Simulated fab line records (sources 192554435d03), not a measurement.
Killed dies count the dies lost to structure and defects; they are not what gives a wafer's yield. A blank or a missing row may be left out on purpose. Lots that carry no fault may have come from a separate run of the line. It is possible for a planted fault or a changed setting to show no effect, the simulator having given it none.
fab line records	flow n5Finfet
record: lots: 12	wafers: 35	lastDay: 17
route steps=1938 shown BEOL_M6@1248 PASSIVATION@1936
lots that met no fault: taken from a fault-free run of the same line
startH: hours from the record's opening day to when the first of the lot's shown wafers began	waitH: hours elapsed since this lot's preceding step	" the same as in the row above	L1.1+2: a row that stands for several wafers	- value missing, or start not given	* or withheld: withheld	< > ~ a bound
route shown NAME@n: names a module that has steps shown in the file, with the first one's number in the route	usual: the fault-free wafers' mean and standard deviation	same: alike in all rows	chamber/n: place in a boat	sites: readings site by site	_std_site: the values' standard deviation	_edge_site: mean of outer sites minus mean of inner sites	radiusMm: how far each site lies from the wafer's centre	mask NAME#n: copy n	behind: the tool/chamber that last shaped the wafer	hold: cause of the lot's hold/its duration in hours/its outcome	device: which transistor (n, p or np) failed to switch	end of line: tests of these same wafers at the route's end	step lacking rows: just its recipe	killed: count of dies lost to structure and defects at first sort (not the wafer's yield)	map: dies across one wafer; x = killed, . = not, _ = none there
set.NAME: the run value of the setting; set.NAME@STEP: its run value at that earlier step	model.NAME: the simulator's own value behind a step, which no gauge read
the route's steps for a sample of lots (tables are steps, rows are wafers)
services: the hour from which a tool's chamber was out of use, counted from the record's first day as startH (under 0 if before that day), plus the number of hours and why
== steps ==
step: N5_BEOL_M6_CURE_75
recipe: tempC: 370	timeS: 120	ambient: DMADMS/He	material: SiCOH_lowk
usual: lampPowerPct: 52.31/0.057	wafer_temp_C_max: 372.0/0.57
lot.wafer	tool	chamber	startH	waitH	lampPowerPct	wafer_temp_C_max
L251.3	uvCure-02	2	192.21	0.3	52.28	370.9
L251.4	"	2	"	"	52.42	371.0
L251.6	"	2	"	"	52.41	370.8
L253.1	uvCure-03	2	199.10	0.0	52.33	372.1
L253.4	"	2	"	"	52.30	371.9
L253.6	"	2	"	"	52.43	372.7
L255.1	uvCure-02	1	201.27	0.0	52.35	373.1
L255.4	"	1	"	"	52.30	372.6
L255.6	"	1	"	"	52.32	373.1
L254.1	uvCure-03	1	206.35	0.0	52.21	372.0
L254.3	"	1	"	"	52.34	371.5
L254.4	"	1	"	"	52.27	371.1
L256.1	uvCure-01	0	222.29	0.0	52.39	371.9
L256.5	"	0	"	"	52.20	371.6
L256.6	"	0	"	"	52.19	371.5
L257.1	uvCure-02	1	236.46	0.0	52.29	371.9
L257.3	"	1	"	"	52.26	371.6
L257.4	"	1	"	"	52.28	372.3
L258.2	uvCure-03	0	241.13	0.1	52.30	372.2
L258.3	"	0	"	"	52.35	372.7
L258.4	"	0	"	"	52.30	372.3
L261.3	uvCure-01	0	265.70	0.2	52.23	371.5
L261.5	"	0	"	"	52.35	371.8
L261.6	"	0	"	"	52.29	371.8
L264.3	uvCure-02	1	265.79	0.1	52.35	371.9
L264.4	"	1	"	"	52.34	372.3
L264.6	"	1	"	"	52.33	372.4
L259.4	uvCure-01	0	267.84	0.3	52.36	371.1
L259.5	"	0	"	"	52.32	371.6
L259.6	"	0	"	"	52.34	371.5
L263.4	uvCure-03	0	269.64	0.2	52.20	372.3
L263.5	"	0	"	"	52.33	372.4
L263.6	"	0	"	"	52.34	371.8
L267.1	uvCure-03	2	302.17	0.5	52.28	372.1
L267.6	"	2	"	"	52.33	371.7
step: N5_BEOL_M6_DEGAS_44
recipe: ambient: vacuum	tempC: 250	timeS: 60
usual: heaterPowerW: 337/30
lot.wafer	tool	chamber	startH	waitH	heaterPowerW
L251.3	pvdSputter-03	-	192.95	0.7	336
L251.4	"	-	"	"	341
L251.6	"	-	"	"	326
L253.1	pvdSputter-03	-	199.87	0.7	333
L253.4	"	-	"	"	326
L253.6	"	-	"	"	340
L255.1	pvdSputter-02	-	201.63	0.3	318
L255.4	"	-	"	"	421
L255.6	"	-	"	"	380
L254.1	pvdSputter-02	-	206.99	0.6	409
L254.3	"	-	"	"	318
L254.4	"	-	"	"	348
L256.1	pvdSputter-03	-	223.14	0.8	299
L256.5	"	-	"	"	328
L256.6	"	-	"	"	328
L257.1	pvdSputter-01	-	237.08	0.6	320
L257.3	"	-	"	"	321
L257.4	"	-	"	"	345
L258.2	pvdSputter-03	-	241.44	0.3	330
L258.3	"	-	"	"	338
L258.4	"	-	"	"	327
L264.3	pvdSputter-02	-	266.08	0.2	350
L264.4	"	-	"	"	399
L264.6	"	-	"	"	355
L261.3	pvdSputter-02	-	266.16	0.4	413
L261.5	"	-	"	"	346
L261.6	"	-	"	"	409
L259.4	pvdSputter-03	-	269.34	1.4	322
L259.5	"	-	"	"	327
L259.6	"	-	"	"	333
L263.4	pvdSputter-02	-	269.83	0.1	369
L263.5	"	-	"	"	357
L263.6	"	-	"	"	411
L267.1	pvdSputter-01	-	302.71	0.5	348
L267.6	"	-	"	"	345
step: N5_BEOL_M6_PRE_CLEAN_45
recipe: gas: H2/He	timeS: 30	tempC: 250
usual: heaterPowerW: 337/31
lot.wafer	tool	chamber	startH	waitH	heaterPowerW
L251.3	pvdSputter-03	-	193.03	0.0	337
L251.4	"	-	"	"	346
L251.6	"	-	"	"	332
L253.1	pvdSputter-03	-	199.95	0.0	328
L253.4	"	-	"	"	334
L253.6	"	-	"	"	345
L255.1	pvdSputter-02	-	201.67	0.0	320
L255.4	"	-	"	"	407
L255.6	"	-	"	"	370
L254.1	pvdSputter-02	-	207.03	0.0	420
L254.3	"	-	"	"	316
L254.4	"	-	"	"	349
L256.1	pvdSputter-03	-	223.18	0.0	306
L256.5	"	-	"	"	334
L256.6	"	-	"	"	316
L257.1	pvdSputter-01	-	237.12	0.0	315
L257.3	"	-	"	"	320
L257.4	"	-	"	"	351
L258.2	pvdSputter-03	-	241.48	0.0	331
L258.3	"	-	"	"	349
L258.4	"	-	"	"	329
L264.3	pvdSputter-02	-	266.12	0.0	348
L264.4	"	-	"	"	414
L264.6	"	-	"	"	349
L261.3	pvdSputter-02	-	266.20	0.0	400
L261.5	"	-	"	"	346
L261.6	"	-	"	"	416
L259.4	pvdSputter-03	-	269.38	0.0	321
L259.5	"	-	"	"	337
L259.6	"	-	"	"	327
L263.4	pvdSputter-02	-	269.87	0.0	376
L263.5	"	-	"	"	340
L263.6	"	-	"	"	420
L267.1	pvdSputter-01	-	302.75	0.0	354
L267.6	"	-	"	"	343
step: N5_BEOL_M6_CVD_78
recipe: material: Co	targetThkA: 20	tempC: withheld	precursor: CCTBA/H2	pressureTorr: 30	timeS: 142.3
usual: chamberPressureTorr: 30.00/0.066	runLengthS: 165.4/0.58
lot.wafer	tool	chamber	startH	waitH	chamberPressureTorr	runLengthS
L251.3	cvdCo-02	1	193.85	0.1	30.07	164.9
L251.4	"	1	"	"	29.99	164.6
L251.6	"	0	"	"	29.92	165.8
L253.1	cvdCo-02	0	200.67	0.1	30.08	165.8
L253.4	"	1	"	"	29.98	164.5
L253.6	"	0	"	"	30.08	165.8
L255.1	cvdCo-01	2	202.40	0.3	29.98	165.8
L255.4	"	2	"	"	29.84	165.9
L255.6	"	1	"	"	30.12	165.3
L254.1	cvdCo-01	2	207.67	0.1	29.89	165.5
L254.3	"	1	"	"	29.91	165.2
L254.4	"	1	"	"	30.04	165.5
L256.1	cvdCo-02	0	223.64	0.1	29.99	165.8
L256.5	"	0	"	"	29.91	166.2
L256.6	"	2	"	"	29.96	165.1
L257.1	cvdCo-01	2	237.62	0.1	29.94	166.0
L257.3	"	0	"	"	30.07	165.7
L257.4	"	2	"	"	30.00	165.5
L258.2	cvdCo-01	0	242.46	0.3	29.82	165.0
L258.3	"	1	"	"	29.98	165.2
L258.4	"	0	"	"	29.87	165.4
L264.3	cvdCo-02	2	266.59	0.0	29.97	165.4
L264.4	"	2	"	"	29.87	165.2
L264.6	"	1	"	"	29.99	164.3
L261.3	cvdCo-01	0	266.62	0.0	29.97	164.8
L261.5	"	1	"	"	29.88	165.3
L261.6	"	2	"	"	29.92	165.8
L259.4	cvdCo-02	0	269.93	0.2	30.02	166.5
L259.5	"	1	"	"	29.99	164.6
L259.6	"	2	"	"	29.98	165.7
L263.4	cvdCo-02	1	270.36	0.1	30.03	164.3
L263.5	"	0	"	"	30.19	166.6
L263.6	"	2	"	"	29.99	165.5
L267.1	cvdCo-02	1	303.82	0.3	29.95	164.4
L267.6	"	1	"	"	30.06	162.5
step: N5_PASSIVATION_PROBE_49
usual: defectLimitedYield: 91.5/1.4	killed_at_M0_to_M3: 32/9.8	killed_at_M4_up: 13/5.3	killedAtContacts: 13/6.4	killedAtFrontEnd: 39/10	killedAtOther: 3.1/2.5	killedDies: 100/17	killedOpen: 65/13	killedShort: 33/7.7	sort_bin_5_function: 5.0/0.93	sort_bin_6_memory: 3.2/0.69	sortNPass: 1080/17	sortYieldPct: 91.5/1.4
same: grossDies: 1180	killedAtBackSide: 0	sort_bin_4_leakage[%]: 0	sort_bin_8_speed[%]: 0
lot.wafer	tool	chamber	startH	waitH	defectLimitedYield[%]	killed_at_M0_to_M3	killed_at_M4_up	killedAtContacts	killedAtFrontEnd	killedAtOther	killedDies	killedOpen	killedShort	sort_bin_5_function[%]	sort_bin_6_memory[%]	sortNPass	sortYieldPct[%]
L251.3	prober-02	-	271.83	0.1	88.3	52	3	26	52	5	138	97	41	7.7	3.7	1042	88.3
L251.4	prober-02	-	271.88	0.2	90.2	45	5	22	41	3	116	83	33	5.0	4.7	1064	90.2
L251.6	prober-02	-	271.98	0.3	90.8	28	6	16	58	0	108	70	37	5.3	3.7	1072	90.8
L253.1	prober-01	-	280.12	0.0	91.3	30	14	19	37	3	103	74	27	5.4	3.0	1077	91.3
L253.4	prober-01	-	280.27	0.2	91.6	34	12	18	34	1	99	67	32	4.9	3.3	1081	91.6
L253.6	prober-01	-	280.37	0.3	90.8	47	13	13	33	3	109	73	36	5.0	3.8	1071	90.8
L255.1	prober-02	-	289.70	0.0	93.1	16	13	14	37	1	81	56	24	4.0	2.7	1099	93.1
L255.4	prober-02	-	289.85	0.2	92.9	24	14	4	36	6	84	57	26	4.0	3.0	1096	92.9
L255.6	prober-02	-	289.95	0.3	93.4	40	4	5	28	1	78	41	37	4.2	1.9	1102	93.4
L254.1	prober-02	-	307.44	0.0	91.2	40	15	12	36	1	104	70	33	5.1	3.4	1076	91.2
L254.3	prober-02	-	307.54	0.1	89.9	37	22	8	49	3	119	72	42	6.0	3.2	1061	89.9
L254.4	prober-02	-	307.59	0.2	91.6	28	12	18	32	9	99	67	31	4.3	3.7	1081	91.6
L256.1	prober-01	-	307.78	0.0	91.3	45	3	5	47	3	103	67	35	5.1	3.3	1077	91.3
L256.5	prober-01	-	307.98	0.2	93.6	20	14	5	34	3	76	51	24	3.6	2.6	1104	93.6
L256.6	prober-01	-	308.03	0.3	90.9	21	13	9	59	5	107	60	44	5.2	3.2	1073	90.9
L257.1	prober-01	-	324.31	0.0	91.6	34	13	14	34	4	99	59	39	4.8	3.1	1081	91.6
L257.3	prober-01	-	324.41	0.1	91.4	34	11	14	40	2	101	63	36	5.4	3.1	1079	91.4
L257.4	prober-01	-	324.46	0.2	91.4	36	20	8	37	1	102	64	37	5.0	3.4	1078	91.4
L258.2	prober-01	-	325.96	0.1	92.6	38	11	4	34	0	87	60	27	4.5	2.7	1093	92.6
L258.3	prober-01	-	326.01	0.1	91.4	44	16	8	31	2	101	58	41	4.4	3.5	1079	91.4
L258.4	prober-01	-	326.06	0.2	92.4	34	15	3	36	2	90	71	18	4.1	3.4	1090	92.4
L261.3	prober-01	-	355.37	0.9	89.8	48	20	14	36	2	120	87	33	6.7	3.4	1060	89.8
L261.5	prober-01	-	355.47	1.0	91.0	31	17	16	35	7	106	83	23	4.9	4.0	1074	91.0
L261.6	prober-01	-	355.52	1.1	90.0	32	22	11	52	1	118	70	47	5.3	4.2	1062	90.0
L264.3	prober-02	-	356.52	0.1	92.9	27	6	8	35	8	84	56	28	3.6	3.2	1096	92.9
L264.4	prober-02	-	356.57	0.2	91.3	37	12	11	34	9	103	65	38	5.3	3.3	1077	91.3
L264.6	prober-02	-	356.67	0.3	92.4	36	11	14	23	6	90	52	37	4.7	2.6	1090	92.4
L263.4	prober-02	-	360.07	0.2	90.5	20	16	16	56	4	112	65	47	5.6	3.1	1068	90.5
L263.5	prober-02	-	360.12	0.2	93.3	23	5	16	33	2	79	55	24	3.9	2.6	1101	93.3
L263.6	prober-02	-	360.17	0.3	91.8	31	9	6	49	2	97	69	27	4.5	3.6	1083	91.8
L259.4	prober-01	-	361.41	0.2	90.3	43	14	20	36	1	114	72	41	6.1	3.3	1066	90.3
L259.5	prober-01	-	361.46	0.2	88.1	35	14	38	52	1	140	105	34	7.7	3.6	1040	88.1
L259.6	prober-01	-	361.51	0.3	90.4	30	12	27	43	1	113	82	31	6.2	2.8	1067	90.4
L267.1	prober-01	-	398.95	0.0	93.6	27	10	3	32	3	75	53	20	3.6	2.5	1105	93.6
L267.6	prober-01	-	399.20	0.3	91.4	29	18	8	43	3	101	65	36	5.2	3.3	1079	91.4
killed by level:class
L251.3 STI_FIN_REVEAL:geometricParticle:open=22 BEOL_M0_SAQP:geometricParticle:short=19 MOL_CONTACT_COAG:geometricParticle:open=18 BEOL_M0_SAQP:geometricParticle:open=16 FIN_SAQP:geometricParticle:open=11 MOL_CONTACT_COAG:geometricParticle:short=8 DUMMY_GATE:geometricParticle:open=6 FIN_SAQP:geometricParticle:short=5
L251.4 BEOL_M0_SAQP:geometricParticle:open=18 MOL_CONTACT_COAG:geometricParticle:open=15 STI_FIN_REVEAL:geometricParticle:open=14 BEOL_M0_SAQP:geometricParticle:short=9 FIN_SAQP:geometricParticle:open=7 FIN_SAQP:geometricParticle:short=7 MOL_CONTACT_COAG:geometricParticle:short=7 BEOL_M2:geometricParticle:open=5
L251.6 STI_FIN_REVEAL:geometricParticle:open=19 BEOL_M0_SAQP:geometricParticle:open=12 MOL_CONTACT_COAG:geometricParticle:open=12 FIN_SAQP:geometricParticle:short=10 BEOL_M0_SAQP:geometricParticle:short=9 FIN_SAQP:geometricParticle:open=8 DUMMY_GATE:geometricParticle:open=5 STI_FIN_REVEAL:geometricParticle:short=4
L253.1 STI_FIN_REVEAL:geometricParticle:open=18 MOL_CONTACT_COAG:geometricParticle:open=13 BEOL_M0:geometricParticle:open=9 GATE_CUT:geometricParticle:short=5 BEOL_M0_SAQP:geometricParticle:open=5 BEOL_M2:geometricParticle:open=5 BEOL_M4:geometricParticle:open=5 MOL_CONTACT_COAG:geometricParticle:short=4
L253.4 MOL_CONTACT_COAG:geometricParticle:open=12 BEOL_M1:geometricParticle:open=10 FIN_SAQP:geometricParticle:open=6 STI_FIN_REVEAL:geometricParticle:open=6 MOL_CONTACT_COAG:geometricParticle:short=6 GATE_CUT:geometricParticle:short=5 BEOL_M0_SAQP:geometricParticle:short=5 BEOL_M2:geometricParticle:open=5
L253.6 BEOL_M0_SAQP:geometricParticle:open=12 MOL_CONTACT_COAG:geometricParticle:open=11 BEOL_M0_SAQP:geometricParticle:short=10 BEOL_M2:geometricParticle:open=9 STI_FIN_REVEAL:geometricParticle:open=6 BEOL_M0:geometricParticle:open=6 GATE_CUT:geometricParticle:short=5 FIN_SAQP:geometricParticle:open=4
L255.1 STI_FIN_REVEAL:geometricParticle:open=13 MOL_CONTACT_COAG:geometricParticle:open=11 FIN_SAQP:geometricParticle:short=7 BEOL_M5:geometricParticle:open=7 STARTING-WAFER:geometricParticle:open=6 BEOL_M0_SAQP:geometricParticle:open=5 MOL_CONTACT_COAG:geometricParticle:short=3 STARTING-WAFER:geometricParticle:short=3
L255.4 FIN_SAQP:geometricParticle:short=7 FIN_SAQP:geometricParticle:open=7 BEOL_M0_SAQP:geometricParticle:short=5 BEOL_M0_SAQP:geometricParticle:open=5 BEOL_M1:geometricParticle:open=5 BEOL_M2:geometricParticle:open=5 STI_FIN_REVEAL:geometricParticle:open=4 STARTING-WAFER:geometricParticle:open=4
L255.6 FIN_SAQP:geometricParticle:short=15 BEOL_M0_SAQP:geometricParticle:short=11 BEOL_M3:geometricParticle:open=10 FIN_SAQP:geometricParticle:open=6 MOL_CONTACT_COAG:geometricParticle:open=5 BEOL_M0_SAQP:geometricParticle:open=4 BEOL_M3:geometricParticle:short=3 ILD0:geometricParticle:open=3
L254.1 MOL_CONTACT_COAG:geometricParticle:open=11 STI_FIN_REVEAL:geometricParticle:open=8 DUMMY_GATE:geometricParticle:open=8 BEOL_M0_SAQP:geometricParticle:short=8 BEOL_M1:geometricParticle:open=8 BEOL_M0_SAQP:geometricParticle:open=7 BEOL_M4:geometricParticle:open=7 BEOL_M2:geometricParticle:open=6
L254.3 BEOL_M4:geometricParticle:open=12 STI_FIN_REVEAL:geometricParticle:open=11 DUMMY_GATE:geometricParticle:open=11 BEOL_M0_SAQP:geometricParticle:short=10 FIN_SAQP:geometricParticle:open=9 MOL_CONTACT_COAG:geometricParticle:open=8 BEOL_M2:geometricParticle:short=7 BEOL_M0_SAQP:geometricParticle:open=6
L254.4 MOL_CONTACT_COAG:geometricParticle:open=14 BEOL_M2:geometricParticle:open=8 BEOL_M0_SAQP:geometricParticle:open=7 FIN_SAQP:geometricParticle:open=6 FIN_SAQP:geometricParticle:short=6 PASS1_CAP:geometricParticle:open=6 BEOL_M0_SAQP:geometricParticle:short=6 BEOL_M4:geometricParticle:open=6
L256.1 FIN_SAQP:geometricParticle:open=22 BEOL_M2:geometricParticle:open=13 FIN_SAQP:geometricParticle:short=10 BEOL_M0_SAQP:geometricParticle:short=9 BEOL_M1:geometricParticle:open=7 BEOL_M0_SAQP:geometricParticle:open=6 BEOL_M3:geometricParticle:open=6 MOL_CONTACT_COAG:geometricParticle:open=3
L256.5 FIN_SAQP:geometricParticle:open=7 DUMMY_GATE:geometricParticle:open=6 BEOL_M0_SAQP:geometricParticle:open=6 FIN_SAQP:geometricParticle:short=5 MOL_CONTACT_COAG:geometricParticle:open=4 BEOL_M0_SAQP:geometricParticle:short=3 STI_FIN_REVEAL:geometricParticle:open=3 GATE_CUT:geometricParticle:short=3
L256.6 FIN_SAQP:geometricParticle:open=18 FIN_SAQP:geometricParticle:short=12 STI_FIN_REVEAL:geometricParticle:open=8 MOL_CONTACT_COAG:geometricParticle:open=8 BEOL_M3:geometricParticle:open=6 BEOL_M2:geometricParticle:short=5 GATE_CUT:geometricParticle:short=5 BEOL_M4:geometricParticle:open=4
L257.1 BEOL_M0_SAQP:geometricParticle:short=12 STI_FIN_REVEAL:geometricParticle:open=11 MOL_CONTACT_COAG:geometricParticle:open=9 FIN_SAQP:geometricParticle:open=8 BEOL_M2:geometricParticle:open=6 BEOL_M4:geometricParticle:open=6 FIN_SAQP:geometricParticle:short=5 MOL_CONTACT_COAG:geometricParticle:short=5
L257.3 STI_FIN_REVEAL:geometricParticle:open=11 FIN_SAQP:geometricParticle:short=10 MOL_CONTACT_COAG:geometricParticle:open=10 BEOL_M0_SAQP:geometricParticle:open=9 BEOL_M0_SAQP:geometricParticle:short=8 BEOL_M2:geometricParticle:open=5 FIN_SAQP:geometricParticle:open=4 DUMMY_GATE:geometricParticle:open=4
L257.4 STI_FIN_REVEAL:geometricParticle:open=10 BEOL_M0_SAQP:geometricParticle:short=10 BEOL_M0_SAQP:geometricParticle:open=9 DUMMY_GATE:geometricParticle:open=8 BEOL_M4:geometricParticle:short=7 MOL_CONTACT_COAG:geometricParticle:open=7 FIN_SAQP:geometricParticle:short=5 BEOL_M4:geometricParticle:open=5
L258.2 STI_FIN_REVEAL:geometricParticle:open=9 BEOL_M3:geometricParticle:open=7 BEOL_M0_SAQP:geometricParticle:open=6 DUMMY_GATE:geometricParticle:open=5 GATE_CUT:geometricParticle:open=5 BEOL_M0:geometricParticle:open=5 BEOL_M0_SAQP:geometricParticle:short=4 BEOL_M1:geometricParticle:short=4
L258.3 STI_FIN_REVEAL:geometricParticle:open=10 BEOL_M0_SAQP:geometricParticle:open=8 BEOL_M0_SAQP:geometricParticle:short=8 BEOL_M1:geometricParticle:short=8 BEOL_M2:geometricParticle:open=8 BEOL_M4:geometricParticle:open=7 BEOL_M3:geometricParticle:open=7 MOL_CONTACT_COAG:geometricParticle:open=5
L258.4 STI_FIN_REVEAL:geometricParticle:open=14 BEOL_M2:geometricParticle:open=9 BEOL_M3:geometricParticle:open=8 BEOL_M4:geometricParticle:open=8 BEOL_M0_SAQP:geometricParticle:open=6 ILD0:geometricParticle:open=4 MOL_CONTACT_COAG:geometricParticle:open=3 BEOL_M0:geometricParticle:open=3
L261.3 BEOL_M3:geometricParticle:open=14 MOL_CONTACT_COAG:geometricParticle:open=13 BEOL_M2:geometricParticle:open=12 FIN_SAQP:geometricParticle:short=8 BEOL_M0_SAQP:geometricParticle:open=8 BEOL_M0_SAQP:geometricParticle:short=7 FIN_SAQP:geometricParticle:open=7 STI_FIN_REVEAL:geometricParticle:open=7
L261.5 FIN_SAQP:geometricParticle:open=13 MOL_CONTACT_COAG:geometricParticle:open=13 BEOL_M3:geometricParticle:open=12 BEOL_M4:geometricParticle:open=11 BEOL_M0_SAQP:geometricParticle:open=7 STI_FIN_REVEAL:geometricParticle:open=6 BEOL_M2:geometricParticle:open=5 BEOL_M0_SAQP:geometricParticle:short=4
L261.6 FIN_SAQP:geometricParticle:short=14 FIN_SAQP:geometricParticle:open=14 BEOL_M2:geometricParticle:open=13 MOL_CONTACT_COAG:geometricParticle:open=9 BEOL_M4:geometricParticle:open=7 STI_FIN_REVEAL:geometricParticle:open=6 BEOL_M0_SAQP:geometricParticle:short=6 BEOL_M3:geometricParticle:open=6
L264.3 FIN_SAQP:geometricParticle:open=8 BEOL_M0_SAQP:geometricParticle:open=8 BEOL_M2:geometricParticle:open=7 MOL_CONTACT_COAG:geometricParticle:open=6 DUMMY_GATE:geometricParticle:open=4 BEOL_M0_SAQP:geometricParticle:short=4 BEOL_M3:geometricParticle:open=4 STARTING-WAFER:geometricParticle:short=4
L264.4 BEOL_M0_SAQP:geometricParticle:short=11 FIN_SAQP:geometricParticle:short=10 MOL_CONTACT_COAG:geometricParticle:open=9 BEOL_M0_SAQP:geometricParticle:open=7 FIN_SAQP:geometricParticle:open=5 BEOL_M3:geometricParticle:open=5 DUMMY_GATE:geometricParticle:open=4 ILD0:geometricParticle:open=4
L264.6 BEOL_M0_SAQP:geometricParticle:short=13 MOL_CONTACT_COAG:geometricParticle:open=8 BEOL_M1:geometricParticle:open=8 BEOL_M4:geometricParticle:open=6 FIN_SAQP:geometricParticle:short=5 MOL_CONTACT_COAG:geometricParticle:short=5 BEOL_M0_SAQP:geometricParticle:open=5 STI_FIN_REVEAL:geometricParticle:open=4
L263.4 FIN_SAQP:geometricParticle:short=12 MOL_CONTACT_COAG:geometricParticle:open=10 FIN_SAQP:geometricParticle:open=9 STI_FIN_REVEAL:geometricParticle:open=9 GATE_CUT:geometricParticle:short=7 MOL_CONTACT_COAG:geometricParticle:short=6 BEOL_M3:geometricParticle:short=5 BEOL_M4:geometricParticle:open=5
L263.5 MOL_CONTACT_COAG:geometricParticle:open=13 STI_FIN_REVEAL:geometricParticle:open=8 BEOL_M0_SAQP:geometricParticle:short=8 FIN_SAQP:geometricParticle:open=7 BEOL_M0_SAQP:geometricParticle:open=5 BEOL_M2:geometricParticle:open=4 DUMMY_GATE:geometricParticle:open=3 GATE_CUT:geometricParticle:short=3
L263.6 FIN_SAQP:geometricParticle:open=14 FIN_SAQP:geometricParticle:short=9 BEOL_M3:geometricParticle:open=9 STI_FIN_REVEAL:geometricParticle:open=8 BEOL_M0_SAQP:geometricParticle:short=7 MOL_CONTACT_COAG:geometricParticle:open=6 DUMMY_GATE:geometricParticle:open=5 GATE_CUT:geometricParticle:short=5
L259.4 MOL_CONTACT_COAG:geometricParticle:open=15 BEOL_M2:geometricParticle:open=14 FIN_SAQP:geometricParticle:short=9 BEOL_M0_SAQP:geometricParticle:open=8 BEOL_M0_SAQP:geometricParticle:short=7 FIN_SAQP:geometricParticle:open=6 STI_FIN_REVEAL:geometricParticle:open=6 MOL_CONTACT_COAG:geometricParticle:short=5
L259.5 MOL_CONTACT_COAG:geometricParticle:open=32 STI_FIN_REVEAL:geometricParticle:open=14 FIN_SAQP:geometricParticle:open=12 BEOL_M2:geometricParticle:open=11 BEOL_M3:geometricParticle:open=10 FIN_SAQP:geometricParticle:short=9 MOL_CONTACT_COAG:geometricParticle:short=6 GATE_CUT:geometricParticle:open=4
L259.6 MOL_CONTACT_COAG:geometricParticle:open=23 STI_FIN_REVEAL:geometricParticle:open=11 FIN_SAQP:geometricParticle:open=9 BEOL_M3:geometricParticle:open=7 BEOL_M6:geometricParticle:open=7 GATE_CUT:geometricParticle:short=6 BEOL_M0_SAQP:geometricParticle:short=6 BEOL_M2:geometricParticle:short=5
L267.1 BEOL_M2:geometricParticle:open=8 STI_FIN_REVEAL:geometricParticle:open=7 STARTING-WAFER:geometricParticle:short=7 BEOL_M1:geometricParticle:open=6 BEOL_M3:geometricParticle:open=5 FIN_SAQP:geometricParticle:open=4 GATE_CUT:geometricParticle:open=3 BEOL_M4:geometricParticle:open=3
L267.6 STI_FIN_REVEAL:geometricParticle:open=11 BEOL_M2:geometricParticle:open=9 FIN_SAQP:geometricParticle:open=8 MOL_CONTACT_COAG:geometricParticle:open=7 BEOL_M3:geometricParticle:open=7 FIN_SAQP:geometricParticle:short=5 GATE_CUT:geometricParticle:short=5 BEOL_M2:geometricParticle:short=5
== services ==
tool	chamber	startH	hours	kind
uvCure-03	-	168.92	7.5	pm
cvdCo-01	-	178.50	1.1	repair
pvdSputter-01	-	194.82	4.9	repair
uvCure-01	-	204.02	1.0	pm
uvCure-02	-	209.99	3.4	pm
uvCure-02	-	225.97	5.9	repair
uvCure-01	-	226.51	9.2	pm
cvdCo-01	-	233.89	1.6	repair
cvdCo-01	1	235.94	3.0	repair
cvdCo-02	-	239.66	6.9	pm
uvCure-02	-	300.70	7.5	pm
== key ==
firstSign: step: N5_BEOL_M6_CVD_78	reading: runLengthS	direction: down	sigmas: 5.1	usual: *	struck: *
effect none on later readings
metAt N5_BEOL_M6_CVD_78
struckLots L267
struckWafers L267.6
notActingAt N5_BEOL_M6_CURE_75,N5_BEOL_M6_DEGAS_44,N5_BEOL_M6_PRE_CLEAN_45
onsetBetween 270.36 303.82
fault: kind: processParameterDrift	tool: cvdCo-02	chamber: -	onsetH: 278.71	steps: N5_BEOL_M6_CVD_78	channel: timeS	offset: *	shape: step	endH: 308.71	scope: struckWafersOnly	actsIn: *	stated: *
